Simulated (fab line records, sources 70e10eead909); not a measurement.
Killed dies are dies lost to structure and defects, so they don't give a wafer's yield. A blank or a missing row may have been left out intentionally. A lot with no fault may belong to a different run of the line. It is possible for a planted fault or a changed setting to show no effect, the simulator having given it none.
fab line records | flow nandHarc
record lots=13 | wafers=39 | lastDay=24
route steps=1159 shown P_M2@341 P_BONDPAD@361
lots with no fault: from the same line, run without faults
startH: hours from the record's opening day to when the first of the lot's shown wafers began | waitH: hours from the lot's prior step to this one | " the same as in the row above | L1.1+2: a single row standing in for several wafers | - no value present, or no start provided | * or withheld: withheld | < > ~ a bound
route shown NAME@n: names a module that has steps shown in the file, with the first one's number in the route | usual: mean/standard deviation of fault-free wafers | same: alike in all rows | chamber/n: place in a boat | sites: readings site by site | _std_site: the standard deviation of these | _edge_site: inner sites' mean taken away from outer sites' mean | radiusMm: for every site, how far away it sits from the centre of the wafer | mask NAME#n: copy n | behind: the most recent tool/chamber to have shaped the wafer | hold: what put the lot on hold/how long, in hours/how the hold closed | device: whichever transistor did not switch (one of n, p or np) | end of line: the route-end tests of the same wafers | a step with no rows: only its recipe | killed: dies that structure and defects cost at the first sort, which is not the same as the wafer's yield | map: a wafer's dies, marking killed ones x, the rest . and places with no die _
set.NAME: the setting the step ran with; set.NAME@STEP: the setting that earlier step ran with | model.NAME: the simulator's own value behind a step, which no gauge read
route steps across a sampled set of lots; one table per step, one row per wafer
services: a tool's chamber out of use, with start hour (startH, from the record's first day; less than 0 if before it), hours out, and reason
## steps
# step NHARC_P_M2_PVD_21
# recipe targetThkA=300 | chamberPressurePa=5 | powerW=5000 | substrateTempC=30 | timeS=20.49 | material=Cu
# usual chamberPressurePa=5.000/0.01 | throttleValvePct=30.4/1.2
lot.wafer | tool          | chamber | startH | waitH | chamberPressurePa | throttleValvePct
L924.2    | pvdSputter-01 | -       | -      | -     | 4.994             | 31.8
L924.5    | "             | -       | "      | "     | 5.000             | 29.4
L924.6    | "             | -       | "      | "     | 5.004             | 30.9
L925.1    | pvdSputter-02 | -       | -      | -     | 5.025             | 30.2
L925.2    | "             | -       | "      | "     | 5.005             | 31.0
L925.6    | "             | -       | "      | "     | 5.004             | 30.5
L926.2    | pvdSputter-02 | -       | -      | -     | 4.999             | 30.5
L926.3    | "             | -       | "      | "     | 5.002             | 30.3
L926.4    | "             | -       | "      | "     | 4.982             | 31.1
L927.3    | pvdSputter-01 | -       | -      | -     | 5.005             | 29.6
L927.2    | "             | -       | "      | "     | 5.002             | 30.9
L927.1    | "             | -       | "      | "     | 5.008             | 31.8
L929.1    | pvdSputter-02 | -       | -      | -     | 5.009             | 30.1
L929.2    | "             | -       | "      | "     | 5.009             | 30.2
L929.6    | "             | -       | "      | "     | 5.011             | 30.2
L930.2    | pvdSputter-03 | -       | -      | -     | 4.986             | 28.1
L930.3    | "             | -       | "      | "     | 4.997             | 30.7
L930.5    | "             | -       | "      | "     | 5.013             | 28.8
L931.3    | pvdSputter-02 | -       | -      | -     | 5.017             | 30.2
L931.2    | "             | -       | "      | "     | 4.987             | 30.1
L931.5    | "             | -       | "      | "     | 4.991             | 30.0
L932.4    | pvdSputter-01 | -       | -      | -     | 4.997             | 31.8
L932.2    | "             | -       | "      | "     | 5.005             | 32.0
L932.3    | "             | -       | "      | "     | 4.992             | 31.6
L933.1    | pvdSputter-01 | -       | -      | -     | 4.994             | 31.8
L933.2    | "             | -       | "      | "     | 4.997             | 29.0
L933.6    | "             | -       | "      | "     | 5.022             | 31.7
L938.3    | pvdSputter-03 | -       | -      | -     | 4.987             | 28.9
L938.1    | "             | -       | "      | "     | 5.009             | 29.6
L938.2    | "             | -       | "      | "     | 4.989             | 28.2
L941.1    | pvdSputter-02 | -       | -      | -     | 5.012             | 31.1
L941.2    | "             | -       | "      | "     | 4.988             | 31.0
L941.4    | "             | -       | "      | "     | 5.020             | 29.7
L944.2    | pvdSputter-02 | -       | -      | -     | 5.015             | 29.3
L944.1    | "             | -       | "      | "     | 4.988             | 29.8
L944.5    | "             | -       | "      | "     | 5.008             | 29.3
L945.2    | pvdSputter-03 | -       | -      | -     | 4.986             | 28.5
L945.3    | "             | -       | "      | "     | 5.011             | 30.9
L945.6    | "             | -       | "      | "     | 4.984             | 28.0
# step NHARC_P_M2_ANNEAL_31
# recipe tempC=225 | timeS=90
# usual wafer_temp_C_max=225.82/0.23
lot.wafer | tool         | chamber | startH | waitH | wafer_temp_C_max
L924.2    | rtpAnneal-02 | 0       | 137.06 | 0.4   | 226.09
L924.5    | "            | 0       | "      | "     | 225.80
L924.6    | "            | 0       | "      | "     | 225.85
L925.1    | rtpAnneal-02 | 0       | 138.23 | 0.3   | 225.97
L925.2    | "            | 0       | "      | "     | 225.81
L925.6    | "            | 0       | "      | "     | 225.43
L926.2    | rtpAnneal-01 | 0       | 144.56 | 0.4   | 226.26
L926.3    | "            | 0       | "      | "     | 226.00
L926.4    | "            | 0       | "      | "     | 226.46
L927.1    | rtpAnneal-01 | 0       | 156.85 | -     | 225.47
L927.2    | "            | 0       | "      | "     | 225.54
L927.3    | "            | 0       | "      | "     | 225.53
L929.1    | rtpAnneal-02 | 0       | 164.97 | -     | 225.59
L929.2    | "            | 0       | "      | "     | 225.67
L929.6    | "            | 0       | "      | "     | 225.43
L930.2    | rtpAnneal-02 | 0       | 167.48 | -     | 225.45
L930.3    | "            | 0       | "      | "     | 225.47
L930.5    | "            | 0       | "      | "     | 225.61
L931.2    | rtpAnneal-02 | 0       | 174.11 | 0.3   | 225.55
L931.3    | "            | 0       | "      | "     | 226.02
L931.5    | "            | 0       | "      | "     | 225.85
L932.2    | rtpAnneal-01 | 0       | 186.39 | -     | 225.86
L932.3    | "            | 0       | "      | "     | 225.71
L932.4    | "            | 0       | "      | "     | 226.02
L933.1    | rtpAnneal-01 | 0       | 186.81 | -     | 226.03
L933.2    | "            | 0       | "      | "     | 225.92
L933.6    | "            | 0       | "      | "     | 225.80
L938.1    | rtpAnneal-01 | 0       | 224.15 | 0.3   | 225.77
L938.2    | "            | 0       | "      | "     | 226.01
L938.3    | "            | 0       | "      | "     | 225.53
L941.1    | rtpAnneal-02 | 0       | 239.31 | -     | 225.47
L941.2    | "            | 0       | "      | "     | 225.59
L941.4    | "            | 0       | "      | "     | 225.62
L944.1    | rtpAnneal-02 | 0       | 254.35 | 0.3   | 226.01
L944.2    | "            | 0       | "      | "     | 225.87
L944.5    | "            | 0       | "      | "     | 225.86
L945.2    | rtpAnneal-02 | 0       | 262.53 | 0.4   | 226.05
L945.3    | "            | 0       | "      | "     | 225.98
L945.6    | "            | 0       | "      | "     | 226.24
# step NHARC_P_BONDPAD_EXPOSE_06
# recipe na=0.55 | doseMj=37.06 | maskId=P_BPAD
# usual exposureDoseMJCm2=37.03/0.04
lot.wafer | tool          | chamber | startH | waitH | mask     | exposureDoseMJCm2
L924.2    | krfScanner-01 | 0       | 139.64 | -     | P_BPAD#0 | 36.95
L924.5    | "             | 0       | "      | "     | P_BPAD#0 | 36.97
L924.6    | "             | 0       | "      | "     | P_BPAD#0 | 36.95
L925.1    | krfScanner-02 | 0       | 140.72 | -     | P_BPAD#0 | 37.04
L925.2    | "             | 0       | "      | "     | P_BPAD#0 | 37.02
L925.6    | "             | 0       | "      | "     | P_BPAD#0 | 37.05
L926.2    | krfScanner-04 | 0       | 146.94 | -     | P_BPAD#0 | 37.04
L926.3    | "             | 0       | "      | "     | P_BPAD#0 | 37.09
L926.4    | "             | 0       | "      | "     | P_BPAD#0 | 37.03
L927.1    | krfScanner-02 | 0       | 159.30 | -     | P_BPAD#0 | 37.05
L927.2    | "             | 0       | "      | "     | P_BPAD#0 | 37.00
L927.3    | "             | 0       | "      | "     | P_BPAD#0 | 37.00
L929.1    | krfScanner-01 | 0       | 167.28 | -     | P_BPAD#0 | 36.94
L929.2    | "             | 0       | "      | "     | P_BPAD#0 | 36.99
L929.6    | "             | 0       | "      | "     | P_BPAD#0 | 37.05
L930.2    | krfScanner-02 | 0       | 169.98 | -     | P_BPAD#0 | 36.98
L930.3    | "             | 0       | "      | "     | P_BPAD#0 | 36.94
L930.5    | "             | 0       | "      | "     | P_BPAD#0 | 37.04
L931.2    | krfScanner-02 | 0       | 176.58 | -     | P_BPAD#0 | 37.06
L931.3    | "             | 0       | "      | "     | P_BPAD#0 | 37.07
L931.5    | "             | 0       | "      | "     | P_BPAD#0 | 37.07
L932.2    | krfScanner-01 | 0       | 188.79 | -     | P_BPAD#0 | 37.07
L932.3    | "             | 0       | "      | "     | P_BPAD#0 | 37.00
L932.4    | "             | 0       | "      | "     | P_BPAD#0 | 37.02
L933.1    | krfScanner-02 | 0       | 189.27 | -     | P_BPAD#0 | 37.05
L933.2    | "             | 0       | "      | "     | P_BPAD#0 | 37.05
L933.6    | "             | 0       | "      | "     | P_BPAD#0 | 37.03
L938.1    | krfScanner-02 | 0       | 226.62 | -     | P_BPAD#0 | 39.00
L938.2    | "             | 0       | "      | "     | P_BPAD#0 | 39.03
L938.3    | "             | 0       | "      | "     | P_BPAD#0 | 39.01
L941.1    | krfScanner-02 | 0       | 241.92 | -     | P_BPAD#0 | 38.63
L941.2    | "             | 0       | "      | "     | P_BPAD#0 | 38.61
L941.4    | "             | 0       | "      | "     | P_BPAD#0 | 38.63
L944.1    | krfScanner-04 | 0       | 256.80 | -     | P_BPAD#0 | 37.07
L944.2    | "             | 0       | "      | "     | P_BPAD#0 | 37.01
L944.5    | "             | 0       | "      | "     | P_BPAD#0 | 37.06
L945.2    | krfScanner-04 | 0       | 264.96 | -     | P_BPAD#0 | 36.99
L945.3    | "             | 0       | "      | "     | P_BPAD#0 | 37.00
L945.6    | "             | 0       | "      | "     | P_BPAD#0 | 37.04
# step NHARC_P_BONDPAD_CD_MEAS_09
# recipe targetCdNm=500 | landingEnergyEv=500
# usual cdNm=499.8/1.5
lot.wafer | tool     | chamber | startH | waitH | cdNm
L924.2    | cdSem-03 | 0       | 139.80 | -     | 500.5
L924.5    | "        | 0       | "      | "     | 499.3
L924.6    | "        | 0       | "      | "     | 500.0
L925.1    | cdSem-03 | 0       | 140.88 | -     | 499.1
L925.2    | "        | 0       | "      | "     | 497.6
L925.6    | "        | 0       | "      | "     | 499.6
L926.2    | cdSem-02 | 0       | 147.08 | -     | 499.5
L926.3    | "        | 0       | "      | "     | 499.5
L926.4    | "        | 0       | "      | "     | 501.3
L927.1    | cdSem-03 | 0       | 159.45 | -     | 501.2
L927.2    | "        | 0       | "      | "     | 498.5
L927.3    | "        | 0       | "      | "     | 499.1
L929.1    | cdSem-03 | 0       | 167.43 | -     | 498.4
L929.2    | "        | 0       | "      | "     | 501.1
L929.6    | "        | 0       | "      | "     | 501.4
L930.2    | cdSem-02 | 0       | 170.14 | -     | 500.1
L930.3    | "        | 0       | "      | "     | 496.9
L930.5    | "        | 0       | "      | "     | 498.3
L931.2    | cdSem-03 | 0       | 176.73 | -     | 498.7
L931.3    | "        | 0       | "      | "     | 499.8
L931.5    | "        | 0       | "      | "     | 500.7
L932.2    | cdSem-02 | 0       | 188.94 | -     | 500.6
L932.3    | "        | 0       | "      | "     | 499.6
L932.4    | "        | 0       | "      | "     | 499.9
L933.1    | cdSem-03 | 0       | 189.42 | -     | 501.7
L933.2    | "        | 0       | "      | "     | 501.5
L933.6    | "        | 0       | "      | "     | 500.4
L938.1    | cdSem-01 | 0       | 226.77 | -     | 501.5
L938.2    | "        | 0       | "      | "     | 501.5
L938.3    | "        | 0       | "      | "     | 501.8
L941.1    | cdSem-02 | 0       | 242.08 | -     | 502.2
L941.2    | "        | 0       | "      | "     | 501.6
L941.4    | "        | 0       | "      | "     | 500.4
L944.1    | cdSem-02 | 0       | 256.95 | -     | 497.5
L944.2    | "        | 0       | "      | "     | 495.3
L944.5    | "        | 0       | "      | "     | 498.2
L945.2    | cdSem-03 | 0       | 265.11 | -     | 497.0
L945.3    | "        | 0       | "      | "     | 497.6
L945.6    | "        | 0       | "      | "     | 499.0
## services
tool          | chamber | startH | hours | kind
krfScanner-04 | -       | 126.00 | 4.0   | pm
pvdSputter-02 | -       | 128.88 | 6.6   | repair
krfScanner-02 | -       | 134.73 | 5.6   | repair
krfScanner-02 | 0       | 142.64 | -     | calibration
krfScanner-04 | -       | 150.63 | 7.4   | repair
krfScanner-02 | -       | 166.86 | 1.1   | repair
pvdSputter-01 | -       | 171.17 | 10.0  | pm
pvdSputter-03 | -       | 185.58 | 1.2   | repair
krfScanner-01 | -       | 192.86 | 1.4   | repair
pvdSputter-03 | -       | 204.83 | 6.3   | repair
krfScanner-02 | -       | 210.00 | 4.0   | pm
pvdSputter-02 | -       | 214.24 | 10.0  | pm
krfScanner-01 | 0       | 240.03 | -     | calibration
krfScanner-01 | -       | 252.01 | 0.4   | repair
krfScanner-01 | -       | 256.00 | 4.0   | pm
## key
firstSign step=NHARC_P_BONDPAD_EXPOSE_06 | reading=exposureDoseMJCm2 | direction=up | sigmas=45 | usual=37.03 | struck=38.82
effect none on later readings
metAt NHARC_P_BONDPAD_EXPOSE_06
struckLots L938,L941
loopTrim step=NHARC_P_BONDPAD_EXPOSE_06 | setting=dose | lots=L941
notActingAt NHARC_P_M2_PVD_21,NHARC_P_M2_ANNEAL_31,NHARC_P_BONDPAD_CD_MEAS_09
onsetBetween 189.27 226.62
fault kind=processParameterDrift | tool=krfScanner-02 | chamber=- | onsetH=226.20 | steps=NHARC_P_BONDPAD_EXPOSE_06 | channel=doseMj | offset=1.9524 | shape=step | actsIn=theseRecipesOnly | stated=37.06
# loopTrim: a control loop set the setting to another value than it would have without faults
